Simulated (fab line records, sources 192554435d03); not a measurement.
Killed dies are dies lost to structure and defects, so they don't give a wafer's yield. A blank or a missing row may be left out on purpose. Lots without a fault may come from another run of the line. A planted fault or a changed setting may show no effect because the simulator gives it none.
fab line records | flow n5_finfet
record lots=8 wafers=24 last_day=20
route steps=1938 shown DUMMY_GATE@245 SD_EPI_N@268 BEOL_M4@1111 PASSIVATION@1936
lots that met no fault: from a run of the same line without faults
start_h: hours from the record's first day to the start of the lot's first wafer shown | wait_h: hours since the lot's step before | " the same as in the row above | L1.1+2: a row that stands for several wafers | - no value, or no start given | * or withheld: withheld | < > ~ a bound
route shown NAME@n: a module of which the file shows steps, and the number in the route of the first | usual: mean/standard deviation of fault-free wafers | same: alike in all rows | chamber/n: place in a boat | sites: the reading at each site | _std_site: their standard deviation | _edge_site: outer sites' mean less inner sites' | radius_mm: how far each site lies from the wafer's centre | mask NAME#n: copy n | behind: the tool/chamber that last shaped the wafer | hold: why the lot was held/for how many hours/how that ended | device: the transistor (n, p or np) that didn't switch | end of line: the same wafers' tests at the end of the route | a step without rows: its recipe alone | killed: dies lost to structure and defects at the first sort, not the wafer's yield | map: a wafer's dies, x killed, . not, _ none there
set.NAME: the setting as run; set.NAME@STEP: as run at that earlier step | model.NAME: the simulator's own value behind a step, which no gauge read
steps of the route over a sample of lots; a table a step, a row a wafer
services: from which hour (start_h, from the record's first day; less than 0 if before it) a tool's chamber was out of use, for how many hours, and why
## steps
# step N5_DUMMY_GATE_HM_OPEN_21
# recipe chemistry=CH3F/O2 target=SiNx target_depth_a=1200 Ar_flow_sccm=150 CH3F_flow_sccm=30 O2_flow_sccm=23 time_s=171.4 pressure_mtorr=30 source_w=395 bias_w=73 ion_energy_ev=120.7
# usual O2_flow_sccm=23.00/0.067 drypump_motor_current_A=5.9/0.37 oes_product_au=0.79/0.087 rf_fwd_power_W=394.0/1.4 rf_vpp_V=296/5 showerhead_plenum_p_Torr=2.02/0.077 throttle_valve_pct=16.47/0.22
# columns lot.wafer tool chamber start_h wait_h O2_flow_sccm drypump_motor_current_A oes_product_au rf_fwd_power_W rf_hours_counter_h rf_vpp_V showerhead_plenum_p_Torr throttle_valve_pct
L345.4 rie_diel-04 1 96.04 0.1 23.12 6.4 0.71 394.5 - 293 2.06 16.84
L345.5 " 3 " " 23.05 5.2 0.95 394.0 - 307 2.06 16.20
L345.6 " 0 " " 23.00 5.7 0.76 395.9 - 294 2.04 16.43
L347.2 rie_diel-04 3 107.90 0.0 23.07 5.3 0.94 394.9 17 305 2.06 16.19
L347.3 " 1 " " 23.05 6.3 0.71 392.6 229 294 2.06 16.87
L347.6 " 3 " " 23.07 5.2 0.93 395.0 - 305 2.06 16.20
L348.1 rie_diel-04 3 113.77 0.0 22.99 5.3 0.94 392.8 18 304 2.06 16.21
L348.4 " 0 " " 23.06 5.7 0.75 394.7 131 293 2.04 16.43
L348.5 " 1 " " 22.97 6.4 0.70 394.1 - 294 2.06 16.87
L349.3 rie_diel-04 2 127.18 0.0 22.99 5.9 0.95 395.0 5 288 1.97 16.25
L349.4 " 0 " " 22.99 5.7 0.74 394.4 136 294 2.04 16.44
L349.5 " 0 " " 23.02 5.7 0.74 395.4 - 292 2.04 16.46
L350.1 rie_diel-01 0 129.97 0.0 23.04 6.1 0.82 395.1 82 302 1.87 16.52
L350.2 " 2 " " 23.11 6.1 0.70 393.1 238 295 2.08 16.48
L350.3 " 1 " " 23.04 6.1 0.80 394.1 94 291 1.95 16.36
L354.2 rie_diel-06 3 147.93 0.0 22.92 6.3 0.79 396.0 110 295 1.88 16.27
L354.3 " 2 " " 23.09 5.2 0.67 394.1 238 300 2.07 16.49
L354.4 " 0 " " 22.95 5.9 0.94 391.7 3 294 1.99 15.88
L359.3 rie_diel-01 1 179.06 0.0 22.97 6.1 0.78 393.5 109 290 1.95 16.39
L359.4 " 3 " " 23.04 6.3 0.78 392.4 - 294 2.12 16.65
L359.5 " 1 " " 23.01 6.1 0.78 393.2 - 290 1.95 16.39
L360.3 rie_diel-01 0 185.84 0.0 22.95 6.1 0.81 395.3 100 302 1.86 16.56
L360.4 " 1 " " 23.01 6.1 0.77 394.3 - 290 1.95 16.40
L360.6 " 3 " " 23.07 6.3 0.78 394.7 - 297 2.12 16.66
# step N5_DUMMY_GATE_ETCH_23
# recipe chemistry=HBr/Cl2/O2 HBr_flow_sccm=150 Cl2_flow_sccm=80 O2_flow_sccm=12 bias_w=102 target_depth_a=410 time_s=22.3 target=poly-Si mask_material=SiO2 pressure_mtorr=10 icp_w=800
# usual O2_flow_sccm=12.01/0.035 drypump_motor_current_A=5.8/0.44 oes_product_au=1.007/0.019 rf_fwd_power_W=794.7/2.8 throttle_valve_pct=37.29/0.23
# columns lot.wafer tool chamber start_h wait_h O2_flow_sccm drypump_motor_current_A oes_product_au rf_fwd_power_W rf_hours_counter_h throttle_valve_pct
L345.4 rie_si-05 1 96.16 0.0 12.03 6.3 0.999 792.9 93 37.29
L345.5 " 0 " " 12.02 5.6 0.988 793.8 - 37.20
L345.6 " 3 " " 12.00 5.7 1.035 795.9 - 37.39
L347.2 rie_si-05 3 108.10 0.0 11.95 5.7 1.047 792.7 15 37.41
L347.3 " 2 " " 11.98 6.0 0.993 796.0 197 37.17
L347.6 " 0 " " 11.98 5.6 1.002 795.6 - 37.20
L348.1 rie_si-04 1 113.97 0.0 12.01 5.8 1.026 787.4 49 37.24
L348.4 " 3 " " 11.99 6.5 0.986 793.8 113 37.30
L348.5 " 1 " " 12.01 5.8 1.030 788.5 - 37.24
L349.3 rie_si-03 0 127.38 0.0 12.01 5.7 0.978 790.8 96 36.89
L349.4 " 3 " " 11.95 6.1 1.008 794.9 60 37.88
L349.5 " 3 " " 12.02 6.1 1.005 798.8 - 37.87
L350.1 rie_si-05 0 130.17 0.0 11.94 5.6 0.992 796.6 101 37.20
L350.2 " 3 " " 12.02 5.8 1.029 798.5 16 37.38
L350.3 " 1 " " 12.04 6.2 0.988 792.8 93 37.30
L354.2 rie_si-04 3 148.13 0.0 11.99 6.5 0.998 798.0 114 37.29
L354.3 " 2 " " 12.01 5.2 1.046 798.7 89 37.04
L354.4 " 1 " " 11.95 5.8 1.032 793.6 49 37.24
L359.3 rie_si-05 3 179.25 0.0 12.01 5.7 1.036 795.9 17 37.39
L359.4 " 1 " " 12.08 6.2 1.004 793.1 94 37.29
L359.5 " 3 " " 11.99 5.7 1.049 793.3 - 37.38
L360.3 rie_si-04 0 186.04 0.0 11.99 5.2 0.989 795.2 156 37.46
L360.4 " 1 " " 11.99 5.8 1.022 797.7 50 37.25
L360.6 " 2 " " 12.02 5.2 1.040 795.7 - 37.01
# step N5_SD_EPI_N_PEB_07
# recipe peb_temp_c=110 peb_time_s=60 resist=CAR-ArF-block
# usual plate_temp_C=110.01/0.13
# columns lot.wafer tool chamber start_h wait_h plate_temp_C
L345.4 litho_track-01 0 98.24 0.0 109.90
L345.5 " 0 " " 109.89
L345.6 " 0 " " 109.82
L347.2 litho_track-01 0 109.92 0.0 109.92
L347.3 " 0 " " 110.05
L347.6 " 0 " " 109.91
L348.1 litho_track-01 0 115.35 0.1 110.18
L348.4 " 0 " " 110.30
L348.5 " 0 " " 110.11
L349.3 litho_track-05 0 129.14 0.0 109.85
L349.4 " 0 " " 109.90
L349.5 " 0 " " 109.86
L350.1 litho_track-01 0 131.55 0.1 109.23
L350.2 " 0 " " 109.04
L350.3 " 0 " " 109.21
L354.2 litho_track-01 0 149.39 0.0 109.26
L354.3 " 0 " " 109.01
L354.4 " 0 " " 109.44
L359.3 litho_track-02 0 180.62 0.0 110.20
L359.4 " 0 " " 110.04
L359.5 " 0 " " 110.24
L360.3 litho_track-02 0 192.08 0.0 109.81
L360.4 " 0 " " 110.11
L360.6 " 0 " " 109.91
# step N5_SD_EPI_N_CD_MEAS_09
# recipe target_cd_nm=120 landing_energy_ev=500 detector=se_inlens
# usual cd_nm=120.1/0.72
# columns lot.wafer tool chamber start_h wait_h cd_nm
L345.4 cd_sem-01 0 98.30 - 121.1
L345.5 " 0 " " 120.4
L345.6 " 0 " " 120.6
L347.2 cd_sem-01 0 109.99 - 120.2
L347.3 " 0 " " 120.1
L347.6 " 0 " " 121.2
L348.1 cd_sem-01 0 115.42 - 121.1
L348.4 " 0 " " 121.3
L348.5 " 0 " " 121.1
L349.3 cd_sem-01 0 129.21 - 119.7
L349.4 " 0 " " 120.2
L349.5 " 0 " " 118.7
L350.1 cd_sem-02 0 131.62 - 118.1
L350.2 " 0 " " 118.4
L350.3 " 0 " " 119.4
L354.2 cd_sem-02 0 149.46 - 117.9
L354.3 " 0 " " 117.5
L354.4 " 0 " " 118.1
L359.3 cd_sem-02 0 180.69 - 119.5
L359.4 " 0 " " 119.5
L359.5 " 0 " " 119.4
L360.3 cd_sem-03 0 192.15 - 120.1
L360.4 " 0 " " 120.6
L360.6 " 0 " " 119.9
# step N5_SD_EPI_N_DESCUM_14
# recipe chemistry=O2 time_s=7.9 source_power_w=50 bias_power_w=20 pressure_mtorr=20 rf_frequency_hz=2.712e+07 temp_c=40 resist=CAR-ArF-block o2_flow_sccm=225
# usual drypump_motor_current_A=5.8/0.56 oes_product_au=0.78/0.086 rf_fwd_power_W=49.45/0.2 rf_vpp_V=243.0/1.4 showerhead_plenum_p_Torr=2.08/0.08 temp_c=40.01/0.11 throttle_valve_pct=20.34/0.26
# columns lot.wafer tool chamber start_h wait_h drypump_motor_current_A oes_product_au rf_fwd_power_W rf_hours_counter_h rf_vpp_V showerhead_plenum_p_Torr temp_c throttle_valve_pct
L345.4 rie_diel-05 3 98.42 0.1 5.3 0.75 49.61 160 243.7 2.09 39.89 20.19
L345.5 " 0 " " 6.4 0.71 49.19 - 241.9 1.98 39.96 20.79
L345.6 " 3 " " 5.3 0.74 49.66 - 243.4 2.09 40.07 20.18
L347.2 rie_diel-03 0 110.08 0.0 5.0 0.72 49.79 187 241.6 2.08 39.86 20.14
L347.3 " 1 " " 6.3 0.91 49.27 27 242.4 2.04 40.08 20.57
L347.6 " 3 " " 6.0 0.68 49.40 - 242.0 1.98 40.23 20.48
L348.1 rie_diel-02 3 115.51 0.0 6.8 0.85 49.59 50 245.8 2.24 39.98 20.63
L348.4 " 1 " " 5.6 0.96 49.42 6 242.6 2.06 40.12 20.10
L348.5 " 3 " " 6.8 0.83 49.34 - 245.2 2.24 39.88 20.64
L349.3 rie_diel-03 1 129.30 0.0 6.3 0.90 49.03 33 242.5 2.03 39.97 20.58
L349.4 " 0 " " 5.0 0.71 49.45 194 243.9 2.08 39.98 20.17
L349.5 " 3 " " 5.9 0.67 49.44 - 242.6 1.98 40.18 20.50
L350.1 rie_diel-02 2 131.72 0.0 6.5 0.79 49.26 130 242.7 2.02 39.83 20.42
L350.2 " 1 " " 5.6 0.94 49.65 11 242.7 2.06 40.04 20.11
L350.3 " 3 " " 6.8 0.83 49.34 56 244.3 2.24 39.91 20.64
L354.2 rie_diel-02 0 149.81 0.3 5.3 0.87 49.70 28 245.4 2.21 40.12 20.36
L354.3 " 1 " " 5.6 0.93 49.79 17 242.0 2.06 39.98 20.12
L354.4 " 2 " " 6.4 0.78 49.43 137 241.5 2.01 40.11 20.44
L359.3 rie_diel-03 0 180.78 0.0 5.0 0.69 49.38 213 244.4 2.07 39.96 20.19
L359.4 " 2 " " 5.7 1.01 49.18 - 245.4 2.25 39.97 20.35
L359.5 " 1 " " 6.3 0.87 49.10 - 243.2 2.03 39.96 20.61
L360.3 rie_diel-05 2 192.23 0.0 5.8 0.84 49.70 74 243.4 2.12 40.14 20.10
L360.4 " 3 " " 5.3 0.73 49.51 190 243.2 2.08 39.96 20.21
L360.6 " 0 " " 6.4 0.69 49.07 - 240.9 1.97 39.86 20.84
# step N5_BEOL_M4_RC_MEAS_101
# usual DIBL_N=37.0/1.6 DIBL_P=37.0/2.1 IOFF_N=0.17/0.032 IOFF_P=0.22/0.043 ION_N=679/13 ION_P=465/9.5 SS_N=71.7/0.59 SS_P=73.6/0.64 VT_N=249/3.2 VT_P=-249/4.1
# columns lot.wafer tool chamber start_h wait_h DIBL_N[mV/V] DIBL_P[mV/V] IOFF_N[nA/um] IOFF_P[nA/um] ION_N[uA/um] ION_P[uA/um] SS_N[mV/dec] SS_P[mV/dec] VT_N[mV] VT_P[mV]
L347.2 prober-01 0 289.23 0.2 37.5 38.7 0.18 0.22 673 464 71.7 74.2 248 -253
L347.3 " 0 " " 36.7 37.8 0.17 0.20 681 461 71.0 73.7 248 -253
L347.6 " 0 " " 35.6 38.1 0.15 0.19 673 457 71.5 73.7 250 -255
L345.4 prober-01 0 295.91 0.5 38.4 38.6 0.20 0.24 692 471 71.3 73.9 246 -247
L345.5 " 0 " " 38.3 39.0 0.21 0.25 705 473 71.4 74.3 243 -247
L345.6 " 0 " " 37.5 37.0 0.18 0.22 677 462 71.6 73.4 249 -248
L350.1 prober-02 0 306.04 0.0 35.3 33.1 0.14 0.21 687 479 71.6 72.5 248 -247
L350.2 " 0 " " 36.5 34.2 0.16 0.23 680 470 71.4 73.4 251 -245
L350.3 " 0 " " 37.6 36.0 0.18 0.25 684 471 72.2 73.7 248 -245
L348.1 prober-01 0 319.78 0.0 34.2 35.3 0.12 0.20 660 456 70.2 74.0 254 -250
L348.4 " 0 " " 38.7 39.0 0.20 0.26 683 473 72.5 74.5 249 -246
L348.5 " 0 " " 36.4 38.1 0.16 0.24 675 469 71.5 74.5 248 -248
L349.3 prober-02 0 341.93 0.3 39.3 38.7 0.20 0.28 690 474 72.4 73.7 247 -244
L349.4 " 0 " " 36.8 35.9 0.16 0.23 677 467 71.7 73.2 250 -247
L349.5 " 0 " " 34.9 34.0 0.13 0.21 678 474 71.2 72.5 251 -247
L354.2 prober-01 0 342.48 0.3 39.9 43.9 0.27 0.38 698 481 72.1 75.1 241 -241
L354.3 " 0 " " 34.1 37.2 0.14 0.22 659 458 71.6 73.2 249 -251
L354.4 " 0 " " 33.9 35.6 0.14 0.20 655 453 71.4 73.2 251 -249
L359.3 prober-02 0 375.05 0.3 38.4 39.5 0.22 0.32 700 492 71.9 74.2 243 -240
L359.4 " 0 " " 39.6 40.4 0.26 0.36 719 489 72.6 75.2 241 -240
L359.5 " 0 " " 39.7 40.2 0.25 0.35 707 487 72.2 74.7 242 -238
L360.3 prober-01 0 377.48 0.3 35.9 33.4 0.13 0.17 649 447 71.5 72.9 253 -255
L360.4 " 0 " " 35.7 34.1 0.14 0.18 667 449 71.5 73.3 248 -253
L360.6 " 0 " " 36.5 36.1 0.16 0.22 661 460 72.2 73.4 249 -251
# step N5_PASSIVATION_PROBE_49
# usual defect_limited_yield=91.2/1.6 killed_at_M0_to_M3=33/11 killed_at_M4_up=14/5 killed_at_contacts=12/5.8 killed_at_front_end=41/12 killed_at_other=3.5/2.9 killed_dies=104/19 killed_open=68/14 killed_short=34/8.8 sort_bin_4_leakage=0.00/0.017 sort_bin_5_function=5.2/1.1 sort_bin_6_memory=3.2/0.71 sort_bin_8_speed=0.00/0.0071 sort_n_pass=1076/19 sort_yield_pct=91.2/1.6
# same gross_dies=1180 killed_at_back_side=0
# columns lot.wafer tool chamber start_h wait_h defect_limited_yield[%] killed_at_M0_to_M3 killed_at_M4_up killed_at_contacts killed_at_front_end killed_at_other killed_dies killed_open killed_short sort_bin_4_leakage[%] sort_bin_5_function[%] sort_bin_6_memory[%] sort_bin_8_speed[%] sort_n_pass sort_yield_pct[%]
L354.2 prober-01 - 449.66 0.1 94.5 27 12 8 16 2 65 44 21 0.17 4.0 1.4 0 1113 94.3
L354.3 prober-01 - 449.71 0.1 91.8 33 13 12 37 2 97 63 32 0 4.9 3.2 0 1083 91.8
L354.4 prober-01 - 449.76 0.2 93.1 42 8 8 23 0 81 61 19 0 4.9 1.9 0 1099 93.1
# killed by level:class
L354.2 BEOL_M0_SAQP:geometric_particle:open=11 MOL_CONTACT_COAG:geometric_particle:open=7 BEOL_M0_SAQP:geometric_particle:short=6 GATE_CUT:geometric_particle:short=5 BEOL_M2:geometric_particle:open=4 BEOL_M5:geometric_particle:short=4 STI_FIN_REVEAL:geometric_particle:open=3 BEOL_M3:geometric_particle:open=3
L354.3 MOL_CONTACT_COAG:geometric_particle:open=9 BEOL_M0_SAQP:geometric_particle:open=9 BEOL_M0_SAQP:geometric_particle:short=8 STI_FIN_REVEAL:geometric_particle:open=7 BEOL_M2:geometric_particle:open=5 FIN_SAQP:geometric_particle:open=4 GATE_CUT:geometric_particle:open=4 BEOL_M3:geometric_particle:short=4
L354.4 BEOL_M3:geometric_particle:open=16 BEOL_M0_SAQP:geometric_particle:open=8 MOL_CONTACT_COAG:geometric_particle:open=7 BEOL_M0_SAQP:geometric_particle:short=7 STI_FIN_REVEAL:geometric_particle:open=5 GATE_CUT:geometric_particle:short=5 BEOL_M2:geometric_particle:open=5 BEOL_M1:geometric_particle:open=4
## services
# columns tool chamber start_h hours kind
rie_diel-02 1 80.63 - clean
rie_diel-02 1 80.63 - consumable_replace:focus_ring
rie_diel-02 1 80.63 17.0 scheduled_down
rie_diel-02 1 80.63 17.0 vent_cycle
rie_diel-04 2 81.59 - clean
rie_diel-04 2 81.59 - consumable_replace:focus_ring
rie_diel-04 2 81.59 29.2 scheduled_down
rie_diel-04 2 81.59 29.2 vent_cycle
rie_diel-03 2 92.46 1.3 repair
rie_diel-06 1 98.68 2.0 repair
rie_si-05 2 117.33 - clean
rie_si-05 2 117.33 21.6 scheduled_down
rie_si-05 2 117.33 21.6 vent_cycle
rie_diel-03 - 145.13 5.1 repair
rie_diel-04 - 151.51 2.8 pm
rie_diel-05 - 153.20 0.2 repair
rie_diel-03 2 155.59 - clean
rie_diel-03 2 155.59 - consumable_replace:focus_ring
rie_diel-03 2 155.59 - consumable_replace:showerhead
rie_diel-03 2 155.59 19.7 scheduled_down
rie_diel-01 0 166.24 2.4 repair
rie_diel-02 1 172.00 5.8 repair
rie_diel-03 3 172.89 20.0 repair
rie_diel-04 1 188.60 8.5 repair
## key
first_sign step=N5_SD_EPI_N_PEB_07 reading=plate_temp_C direction=down sigmas=6.1 usual=* struck=*
effect step=N5_SD_EPI_N_CD_MEAS_09 reading=cd_nm direction=down sigmas=2.6 usual=120.1 struck=118.2
met_at N5_SD_EPI_N_PEB_07
struck_lots L350,L354
not_acting_at N5_DUMMY_GATE_HM_OPEN_21,N5_DUMMY_GATE_ETCH_23,N5_SD_EPI_N_DESCUM_14
onset_between 115.35 131.55
fault kind=process_parameter_drift tool=litho_track-01 chamber=- onset_h=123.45 steps=N5_SD_EPI_N_PEB_07 channel=peb_temp_c offset=* shape=step end_h=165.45 acts_in=* stated=*
